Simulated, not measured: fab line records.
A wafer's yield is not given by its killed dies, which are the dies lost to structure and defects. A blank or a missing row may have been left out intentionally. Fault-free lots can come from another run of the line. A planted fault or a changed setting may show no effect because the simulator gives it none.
A struck lot beside a sound one :: flow nandHarc :: 43 steps out of a route of 1302
Sound: the wafers L543.2, L543.3, L543.4. The struck wafers were L555.2, L555.5, L555.6. The cause is named last.
Per side, at each step with rows, come the tool, then ch with its chambers, and then its first start. Under that, the readings that differ: sound wafers :: struck wafers :: difference of the means :: sigmas: that difference in standard deviations of wafers without a fault.
alike: words and numbers the same on both sides, and readings whose means are apart by under 2 such deviations; not compared: readings that were withheld, readings missing a value for some wafer, numbers with overlapping values and no deviation given by the record, and bounds like >300 which may hide the same value.
The two part at a step that has a row with sigmas, a row that says differs or no value, or rows on one side only. Non-overlapping numbers with no deviation appear without sigmas and do not part them. A reading missing from all wafers of one side parts the sides only when that side holds two or more wafers.

first, 2 steps without rows for these wafers: NHARC_A_CONTACT_PEB_67 (peb time 65 s); NHARC_A_CONTACT_DEVELOP_68 (develop time 35 s).
NHARC_A_CONTACT_CD_MEAS_69 targets a cd of 300 nm.
  sound on cdSem-01 ch 0, day 22 02:21; struck on cdSem-01 ch 0, day 26 15:31
  alike: cdNm
NHARC_A_CONTACT_OVL_MEAS_70:
  struck on overlay-01, day 26 15:37; sound on overlay-02, day 22 02:26
  alike: overlayXNm, overlayYNm
NHARC_A_CONTACT_INSPECT_71:
  struck on defectInspect-01, day 26 15:38; sound on defectInspect-02, day 22 02:28
  alike: rawDefectCount
then, 3 steps without rows for these wafers: NHARC_A_CONTACT_DESCUM_74 (chemistry O2, time 3 s); NHARC_A_CONTACT_ETCH_75 (etches the open film in CF4, target depth 39 nm, time 65 s); NHARC_A_CONTACT_ETCH_76 (etches the open film in N2/H2, target depth 260 nm, time 475.3 s).
NHARC_A_CONTACT_ETCH_77: etches the open film in CF4/CHF3, target depth 108.9 nm, time 54.5 s.
  sound on rieDiel-08 ch 0,1,2; struck on rieDiel-08 ch 1,2
  alike: biasW, chf3FlowSccm, drypumpMotorCurrentA, oesProductAu, rfVppV, showerheadPlenumPTorr, throttleValvePct
  not compared: rfHoursCounterH
NHARC_A_CONTACT_ETCH_78: etches the open film in O2/COS, target depth 5300 nm, time 1378 s.
  sound on rieDiel-08 ch 0,1,2; struck on rieDiel-08 ch 0,1,3
  alike: biasW, drypumpMotorCurrentA, oesProductAu, rfVppV, showerheadPlenumPTorr, throttleValvePct
  not compared: rfHoursCounterH
then, 2 steps without rows for these wafers: NHARC_A_CONTACT_ETCH_124 (etches the open film in C4F8/O2/Ar, time 140 s, target depth 700 nm); NHARC_A_CONTACT_ETCH_125 (etches the open film in C4F8/O2/Ar, time 197 s, target depth 1918 nm).
NHARC_A_CONTACT_ETCH_126: etches the open film in C4F8/O2/Ar, time 197 s, target depth 1918 nm.
  sound on harCapEtch-03 ch 0,1, day 22 04:28; struck on harCapEtch-02 ch 0,1, day 26 17:37
  not compared: rfHoursCounterH
NHARC_A_CONTACT_ETCH_127: etches the open film in C4F8/O2/Ar, time 197 s, target depth 1918 nm.
  sound on harCapEtch-03 ch 0,1, day 22 04:38; struck on harCapEtch-02 ch 0,1, day 26 17:48
  not compared: rfHoursCounterH
then, 2 steps without rows for these wafers: NHARC_A_CONTACT_ETCH_128 (etches the open film in C4F8/O2/Ar, time 197 s, target depth 1918 nm); NHARC_A_CONTACT_ETCH_129 (etches the open film in C4F8/O2/Ar, time 197 s, target depth 1918 nm).
NHARC_A_CONTACT_ETCH_130: etches the open film in C4F8/O2/Ar, time 197 s, target depth 1918 nm.
  sound on harCapEtch-03 ch 0,1, day 22 05:10; struck on harCapEtch-02 ch 0,1, day 26 18:20
  not compared: rfHoursCounterH
then, 5 steps without rows for these wafers: NHARC_A_CONTACT_ETCH_131 (etches the open film in C4F8/O2/Ar, time 197 s, target depth 1918 nm); NHARC_A_CONTACT_ETCH_132 (etches the open film in C4F8/O2/Ar, time 197 s, target depth 1924 nm); NHARC_A_CONTACT_ETCH_133 (etches the open film in C4F8/O2/Ar, time 374 s, target depth 1610 nm); NHARC_A_CONTACT_ETCH_91 (etches the open film in CH3F/O2, target depth 40 nm, time 85.7 s); NHARC_A_CONTACT_ETCH_97 (etches the open film in C4F6/O2, target depth 20 nm, time 10 s).
NHARC_A_CONTACT_CD_MEAS_80:
  struck on cdSem-01, day 26 19:52; sound on cdSem-02, day 22 06:42
  alike: cdNm
then, 3 steps without rows for these wafers: NHARC_A_CONTACT_STRIP_103 (strips in N2/H2); NHARC_A_CONTACT_STRIP_104 (strips in CF4/CHF3); NHARC_A_CONTACT_STRIP_105 (strips in O2/COS).
NHARC_A_CONTACT_ETCH_106: etches the open film in CF4/O2, target depth 90 nm, overetch 9 nm, time 49.5 s.
  sound on rieDiel-08 ch 0,1,3, day 22 07:05; struck on rieDiel-08 ch 0,3, day 26 20:10
  alike: biasW, drypumpMotorCurrentA, oes_f_703_au, oesProductAu, rfVppV, showerheadPlenumPTorr, throttleValvePct
  not compared: rfHoursCounterH
then, 14 steps without rows for these wafers: NHARC_A_CONTACT_STRIP_82 (strips in O2); NHARC_A_CONTACT_STRIP_83 (strips in post etch residue remover, time 600 s); NHARC_A_CONTACT_DEP_84 (deposits aC, target thk 2800 nm); NHARC_A_CONTACT_DEP_85 (deposits SiON, target thk 60 nm); NHARC_A_CONTACT_DEHYDRATE_00 (time 120 s); NHARC_A_CONTACT_HMDS_01 (time 30 s); NHARC_A_CONTACT_COAT_86 (time 75 s); NHARC_A_CONTACT_COAT_87 (time 65 s); NHARC_A_CONTACT_COAT_02 (resist thk 90 nm); NHARC_A_CONTACT_SOFTBAKE_03 (time 55 s); NHARC_A_CONTACT_EBR_04; NHARC_A_CONTACT_EXPOSE_05 (exposes mask A CC); NHARC_A_CONTACT_PEB_06 (peb time 65 s); NHARC_A_CONTACT_DEVELOP_07 (develop time 35 s).
NHARC_A_CONTACT_CD_MEAS_08 targets a cd of 200 nm.
  sound on cdSem-02 ch 0, day 22 11:20; struck on cdSem-02 ch 0, day 27 01:09
  alike: cdNm
-- record jumps: 2 days between struck wafers' starts before vs after; left off in module A_CONTACT, resumes in module END, first step shown is number 1302 of the route --
NHARC_END_SORT_01:
  the record has rows for the struck wafers here (prober-01 ch 0, day 29 11:22) and none for the sound ones

WHERE THEY PART
Only at NHARC_END_SORT_01, as far as this record shows.

WHY: what had been put in by the simulator
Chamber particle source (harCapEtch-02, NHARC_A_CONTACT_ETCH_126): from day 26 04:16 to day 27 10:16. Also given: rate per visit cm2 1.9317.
